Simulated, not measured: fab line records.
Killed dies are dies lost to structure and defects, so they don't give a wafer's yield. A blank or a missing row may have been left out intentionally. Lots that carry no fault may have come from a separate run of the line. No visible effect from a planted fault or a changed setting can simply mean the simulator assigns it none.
Split-lot trial	flow n5_finfet	7 lots, 21 wafers read, on a route of 1938 steps

## SPLIT DETAILS
At N5_BEOL_M3_ETCH_64 (etches SOC in N2/H2, target depth 75 nm, overetch 15 nm, time 112.5 s), the setting time_s was moved away from the recipe's 112.5 s on 8 of the 21 wafers read, by -14.9% to +20.5%. For the rest of the wafers, this setting stayed at what the recipe calls for.

The split's own step is where the reading is taken.

## THE READING
SiARC_of_BEOL_M3_COAT_62.thk_nm (the simulator's own value, which no gauge read), in nm, at N5_BEOL_M3_ETCH_64 (etches SOC in N2/H2, target depth 75 nm, overetch 15 nm, time 112.5 s). No usual value for it is given in the file. Here, 13 wafers ran the recipe; their average is 6.9 nm with a standard deviation of 0.097 nm.

wafer	tool, chamber at the split	time_s as run, s	against the recipe	SiARC_of_BEOL_M3_COAT_62.thk_nm, nm	against lot-mates on the recipe
L081.3	rie_diel-06, 1,3	112.5	recipe	7	-
L081.6	rie_diel-06, 1,3	112.5	recipe	7	-
L081.4	rie_diel-06, 2	112.5	recipe	6.8	-
L083.2	rie_diel-01, 2,3	121	+7.6%	6.4	-0.4
L083.6	rie_diel-01, 2,3	121	+7.6%	6.4	-0.4
L083.4	rie_diel-01, 2	112.5	recipe	6.8	-
L087.2	rie_diel-06, 0	112.5	recipe	7	-
L087.5	rie_diel-06, 3	131	+16.4%	6.2	-0.8
L087.6	rie_diel-06, 0	131	+16.4%	6	-1.0
L088.1	rie_diel-03, 2,1	112.5	recipe	6.8	-
L088.5	rie_diel-03, 2,1	112.5	recipe	6.8	-
L088.3	rie_diel-03, 3	112.5	recipe	7	-
L089.1	rie_diel-01, 0	95.72	-14.9%	7.6	+0.7
L089.2	rie_diel-01, 1	112.5	recipe	6.8	-
L089.5	rie_diel-01, 2	112.5	recipe	7	-
L095.2	rie_diel-01, 3,0	135.6	+20.5%	5.6	-1.2
L095.3	rie_diel-01, 3,0	135.6	+20.5%	5.6	-1.2
L095.4	rie_diel-01, 2	112.5	recipe	6.8	-
L097.3	rie_diel-03, 2	122.7	+9.1%	6.2	-0.6
L097.5	rie_diel-03, 2,3	112.5	recipe	6.8	-
L097.6	rie_diel-03, 2,3	112.5	recipe	6.8	-
Where a row lists several chambers, the file gives one row for several wafers and doesn't say which wafer went through which chamber.

FIT RESULTS
A straight line over all 21 wafers: SiARC_of_BEOL_M3_COAT_62.thk_nm changes by -0.0558 nm for each +1% of time_s; r = -0.97; the points scatter about the line by 0.12 nm.
The same after taking each lot's own level away (the mean of its wafers on the recipe; 21 wafers): -0.0552 nm for each +1%; r = -0.99; scatter 0.081 nm.
On that fit, the largest move of time_s shifts the reading by 1.1 nm.
Measured against the standard deviation above, the lots' own levels, which go from 6.80 to 7.00 nm, span 2.1 times it.
The two slopes are in agreement: the lot-to-lot level therefore moves the slope only a little.
Check: with one of the wafers moved furthest among these (+20.5%) left out of the fit, the line predicts -1.13 nm for it against its lot-mates. It came out at -1.2 nm against them.

## ADDITIONAL SPLITS CARRIED BY THESE WAFERS
Other splits were also applied to these wafers ahead of the reading. Each is held against what the fit with the lots' levels taken away leaves over:
other split on the same wafers	wafers away from the commonest value	r with SiARC_of_BEOL_M3_COAT_62.thk_nm (lot level and that fit taken away)
N5_MOL_CONTACT_COAG_ALD_133 ald_cycles	9	-0.23
N5_BEOL_M0_CUTY_EXPOSE_54 dose_mj	5	+0.10
N5_BEOL_M0_CUTY_ETCH_63 source_w	6	-0.26
N5_BEOL_M1_EXPOSE_08 dose_mj	3	-0.03
N5_BEOL_M2_DESCUM_33 time_s	8	+0.25
N5_BEOL_M2_ALD_98 ald_cycles	4	-0.09

## THE WHOLE CHAIN: every reading that the file lists as answering this split, in the file's order
step	what it does	reading	change (the file's fit)	r (the file's)
N5_BEOL_M3_ETCH_64	etches SOC in N2/H2, target depth 75 nm, overetch 15 nm, time 112.5 s	SiARC_of_BEOL_M3_COAT_62.thk_nm (the simulator's own value, which no gauge read)	-0.0554 nm for each +1% of the setting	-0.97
N5_BEOL_M3_HM_OPEN_17	chemistry Cl2/BCl3, target TiN, target depth 20 nm, overetch 6 nm	etch.depth_nm (the simulator's own value, which no gauge read)	not straight: 19.94 at the lowest setting, 19.77 at the recipe, 17.39 at the highest	not given

## FILE'S OWN FIT
SiARC_of_BEOL_M3_COAT_62.thk_nm changes by -0.0554 nm for each +1% of time_s, r = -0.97.
